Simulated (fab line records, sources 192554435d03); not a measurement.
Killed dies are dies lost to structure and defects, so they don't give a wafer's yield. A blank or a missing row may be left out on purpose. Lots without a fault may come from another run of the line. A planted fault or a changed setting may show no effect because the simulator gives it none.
Which tool did it? | flow n5_finfet | 10 lots, 29 wafers sampled, at 5 steps of a route of 1938

WHAT THE GAUGES READ, wafer by wafer
N5_ZERO_LAYER_CD_MEAS_11: target cd 2000 nm. Usual: cd_nm 1999.9 nm, standard deviation 2.1.
lot  | measured    | on        | cd_nm (nm)           | flag
L422 | day 1 12:46 | cd_sem-03 | 1998.8 1996.1        |
L424 | day 2 00:40 | cd_sem-01 | 2000.0 2001.9 1997.5 |
L426 | day 2 12:47 | cd_sem-01 | 1996.2 1998.0 1996.3 |
L431 | day 3 18:46 | cd_sem-02 | 1999.5 2001.6 2000.6 |
L432 | day 4 00:39 | cd_sem-01 | 2001.7 1999.4 2002.6 |
L435 | day 4 18:49 | cd_sem-01 | 1995.9 1997.9 1997.7 |
L436 | day 5 00:41 | cd_sem-02 | 1996.4 1997.8 1997.7 |
L439 | day 5 18:48 | cd_sem-02 | 1999.2 2000.3 1998.7 |
L440 | day 6 00:46 | cd_sem-03 | 1997.4 2002.0 2001.2 |
L445 | day 7 06:50 | cd_sem-02 | 1999.4 2000.9 2003.5 |

N5_WELL_APT_OVL_MEAS_26. Usual: PWELL_OVL -4 nm, standard deviation 4.4.
lot  | measured    | on         | PWELL_OVL (nm) | flag
L422 | day 1 15:00 | overlay-02 | -5 -7          |
L424 | day 2 03:01 | overlay-02 | -8 -8 -4       |
L426 | day 2 15:07 | overlay-01 | 11 2 2         |
L431 | day 3 21:04 | overlay-01 | -1 -6 -4       |
L432 | day 4 03:51 | overlay-02 | -5 -1 1        |
L435 | day 4 21:05 | overlay-02 | -4 -6 -2       |
L436 | day 5 03:19 | overlay-02 | 0 -10 -2       |
L439 | day 5 21:11 | overlay-01 | -3 -3 -1       |
L440 | day 6 03:14 | overlay-02 | -2 -3 -2       |
L445 | day 7 08:56 | overlay-02 | -6 3 0         |

N5_PMOS_HMC_CHANNEL_EPI_INSPECT_30: inspects for defects (darkfield). Usual: raw_defect_count 19, standard deviation 6.4.
lot  | measured    | on                | raw_defect_count | flag
L422 | day 1 20:23 | defect_inspect-01 | 18 25            |
L424 | day 2 09:17 | defect_inspect-02 | 23 13 28         |
L426 | day 2 20:25 | defect_inspect-01 | 18 29 9          |
L431 | day 4 02:42 | defect_inspect-02 | 12 18 14         |
L432 | day 4 09:43 | defect_inspect-02 | 13 22 14         |
L435 | day 5 02:37 | defect_inspect-02 | 27 24 16         |
L436 | day 5 09:09 | defect_inspect-02 | 25 15 19         |
L439 | day 6 02:38 | defect_inspect-02 | 16 16 13         |
L440 | day 6 08:16 | defect_inspect-02 | 21 23 18         |
L445 | day 7 14:20 | defect_inspect-02 | 25 16 18         |

N5_BEOL_M4_RC_MEAS_101. Usual: DIBL_N 36.2 mV/V, standard deviation 1.7; DIBL_P 36.6 mV/V, standard deviation 1.9; IOFF_N 0.16 nA/um, standard deviation 0.032; IOFF_P 0.21 nA/um, standard deviation 0.037; ION_N 675 uA/um, standard deviation 12; ION_P 460 uA/um, standard deviation 8.1; SS_N 71.4 mV/dec, standard deviation 0.58; SS_P 73.4 mV/dec, standard deviation 0.64; VT_N 249 mV, standard deviation 3.2; VT_P -252 mV, standard deviation 3.4.
lot  | measured     | on        | DIBL_N (mV/V)  | DIBL_P (mV/V)  | IOFF_N (nA/um) | IOFF_P (nA/um) | ION_N (uA/um) | ION_P (uA/um) | SS_N (mV/dec)  | SS_P (mV/dec)  | VT_N (mV)   | VT_P (mV)      | flag
L422 | day 7 22:44  | prober-02 | 39.2 36.3      | 38.4 35.2      | 0.20 0.15      | 0.22 0.18      | 673 674       | 452 459       | 72.1 70.1      | 73.8 73.3      | 246 248     | -252 -252      |
L424 | day 8 10:26  | prober-01 | 38.3 40.0 36.8 | 38.3 40.5 37.0 | 0.19 0.24 0.18 | 0.26 0.31 0.24 | 684 685 685   | 460 469 466   | 71.3 72.7 71.6 | 74.0 74.1 73.1 | 246 244 247 | -247 -242 -246 |
L426 | day 9 00:46  | prober-02 | 37.4 35.3 36.7 | 37.4 34.8 36.8 | 0.19 0.14 0.18 | 0.21 0.17 0.20 | 688 669 664   | 468 454 457   | 71.5 71.3 72.4 | 73.3 73.3 73.7 | 247 253 249 | -251 -255 -252 |
L431 | day 9 16:11  | prober-02 | 35.6 33.9 34.7 | 36.2 33.8 35.1 | 0.16 0.12 0.14 | 0.19 0.15 0.17 | 684 671 676   | 463 455 463   | 71.6 71.2 71.1 | 73.1 73.2 73.2 | 248 253 249 | -250 -254 -253 |
L432 | day 10 10:41 | prober-02 | 38.8 34.4 37.4 | 41.1 35.3 38.8 | 0.20 0.12 0.18 | 0.27 0.17 0.23 | 688 658 693   | 473 454 465   | 71.6 70.9 71.7 | 74.6 72.6 73.9 | 245 252 247 | -250 -256 -253 |
L435 | day 11 05:08 | prober-02 | 36.2 33.7 36.9 | 37.0 33.3 37.8 | 0.16 0.12 0.18 | 0.20 0.15 0.22 | 672 665 673   | 453 450 460   | 71.1 71.1 71.8 | 73.1 72.2 73.6 | 247 252 248 | -253 -254 -251 |
L436 | day 11 07:01 | prober-02 | 38.6 34.5 37.6 | 41.4 36.3 40.2 | 0.21 0.13 0.18 | 0.26 0.18 0.23 | 679 668 681   | 467 460 464   | 72.2 71.0 71.9 | 74.4 72.3 73.9 | 246 253 247 | -249 -252 -254 |
L439 | day 12 00:05 | prober-02 | 37.1 35.6 34.8 | 37.9 35.9 34.4 | 0.17 0.15 0.13 | 0.21 0.17 0.16 | 678 657 667   | 463 450 454   | 71.4 71.7 71.3 | 73.3 73.1 72.4 | 248 248 251 | -251 -254 -255 |
L440 | day 12 03:40 | prober-01 | 34.6 36.3 36.0 | 34.0 37.4 36.6 | 0.14 0.16 0.15 | 0.15 0.19 0.17 | 679 667 680   | 461 451 455   | 70.6 71.6 72.1 | 73.0 73.7 73.5 | 249 250 250 | -256 -254 -256 |
L445 | day 13 08:45 | prober-02 | 37.0 35.7 37.2 | 35.9 34.2 37.3 | 0.16 0.13 0.17 | 0.21 0.19 0.23 | 680 666 684   | 465 460 469   | 71.2 69.8 71.0 | 72.9 72.2 73.9 | 249 254 249 | -253 -250 -247 |

WHICH TOOL RAN EACH LOT (tool, then ch and the chambers of the sampled wafers, then the start)
lot  | N5_PMOS_HMC_CHANNEL_EPI_ETCH_32
L422 | rie_diel-02 ch 0,1, day 1 17:29
L424 | rie_diel-02 ch 0,1,3, day 2 05:33
L426 | rie_diel-03 ch 0,1,3, day 2 17:17
L431 | rie_diel-02 ch 0,1,2, day 3 23:33
L432 | rie_diel-02 ch 0,2,3, day 4 06:28
L435 | rie_diel-03 ch 0,1,3, day 4 23:29
L436 | rie_diel-03 ch 2,3, day 5 06:01
L439 | rie_diel-01 ch 1,3, day 5 23:55
L440 | rie_diel-03 ch 0,3, day 6 05:32
L445 | rie_diel-03 ch 1,3, day 7 11:30
- N5_PMOS_HMC_CHANNEL_EPI_ETCH_32: etches BARC in N2/H2, stops on SiO2, target depth 85.8 nm, time 50.3 s.

WHAT THE TOOLS THEMSELVES READ (means of the sampled wafers that have a number; where no wafer has one, the mark that the record gives instead)
N5_PMOS_HMC_CHANNEL_EPI_ETCH_32. Usual: bias_w 150.0 W, standard deviation 0.41; drypump_motor_current_A 5.8 A, standard deviation 0.51; oes_product_au 0.66 a.u., standard deviation 0.061; rf_vpp_V 525.1 V, standard deviation 2.3; showerhead_plenum_p_Torr 2.58 Torr, standard deviation 0.074; throttle_valve_pct 17.84 %, standard deviation 0.21.
lot  | tool        | bias_w (W) | drypump_motor_current_A (A) | oes_product_au (a.u.) | rf_vpp_V (V) | showerhead_plenum_p_Torr (Torr) | throttle_valve_pct (%) | flag
L422 | rie_diel-02 | 149.8      | 5.4                         | 0.65                  | 525.2        | 2.59                            | 17.70                  |
L424 | rie_diel-02 | 150.6      | 5.5                         | 0.64                  | 524.0        | 2.53                            | 17.75                  |
L426 | rie_diel-03 | 149.8      | 6.2                         | 0.67                  | 526.2        | 2.64                            | 17.95                  |
L431 | rie_diel-02 | 177.6      | 5.7                         | 0.64                  | 581.3        | 2.57                            | 17.88                  | OFF
L432 | rie_diel-02 | 177.6      | 5.7                         | 0.62                  | 580.4        | 2.52                            | 17.97                  | OFF
L435 | rie_diel-03 | 150.4      | 6.3                         | 0.65                  | 526.2        | 2.63                            | 17.98                  |
L436 | rie_diel-03 | 150.0      | 5.2                         | 0.60                  | 524.2        | 2.55                            | 18.03                  |
L439 | rie_diel-01 | 150.5      | 6.2                         | 0.68                  | 525.5        | 2.58                            | 17.75                  |
L440 | rie_diel-03 | 149.7      | 6.2                         | 0.64                  | 525.6        | 2.62                            | 18.05                  |
L445 | rie_diel-03 | 149.7      | 6.0                         | 0.62                  | 527.3        | 2.64                            | 18.03                  |

THE ANSWER, worked out from the rows above alone
Rule: a lot is off if the mean of its wafers that have a number lies more than 3 standard deviations from the usual mean. A lot without any number at a reading at which 4 lots or more have one is off too. The other lots that the step has rows for count as sound. The gauges are gone through in route order, then the tools' own readings, and for those a lot's mean is taken as printed above. The first step at which some lot is off is used, and at that step the reading that is off furthest; a lot without a number counts as furthest.
Off: L431, L432, at N5_PMOS_HMC_CHANNEL_EPI_ETCH_32 (bias_w).
A tool fits if, at that step or a process step before it, it ran every lot that is off, and no sound lot after the first of them. One fits: rie_diel-02 at N5_PMOS_HMC_CHANNEL_EPI_ETCH_32. Its last sound lot is L424 (day 2 05:33), its first lot that is off L431 (day 3 23:33): a fault that began between those two fits.
The tool's own readings at N5_PMOS_HMC_CHANNEL_EPI_ETCH_32 bear it out: on the lots that are off they differ by more than 5 times the standard deviation of the sound lots' means. bias_w reads 177.6 W there against 150.1 W on the sound lots; rf_vpp_V reads 580.8 V there against 525.5 V on the sound lots.

WHAT THE SIMULATOR HAD PUT IN
Process parameter drift: rie_diel-02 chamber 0, from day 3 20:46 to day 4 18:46, at N5_PMOS_HMC_CHANNEL_EPI_ETCH_32. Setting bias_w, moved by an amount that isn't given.
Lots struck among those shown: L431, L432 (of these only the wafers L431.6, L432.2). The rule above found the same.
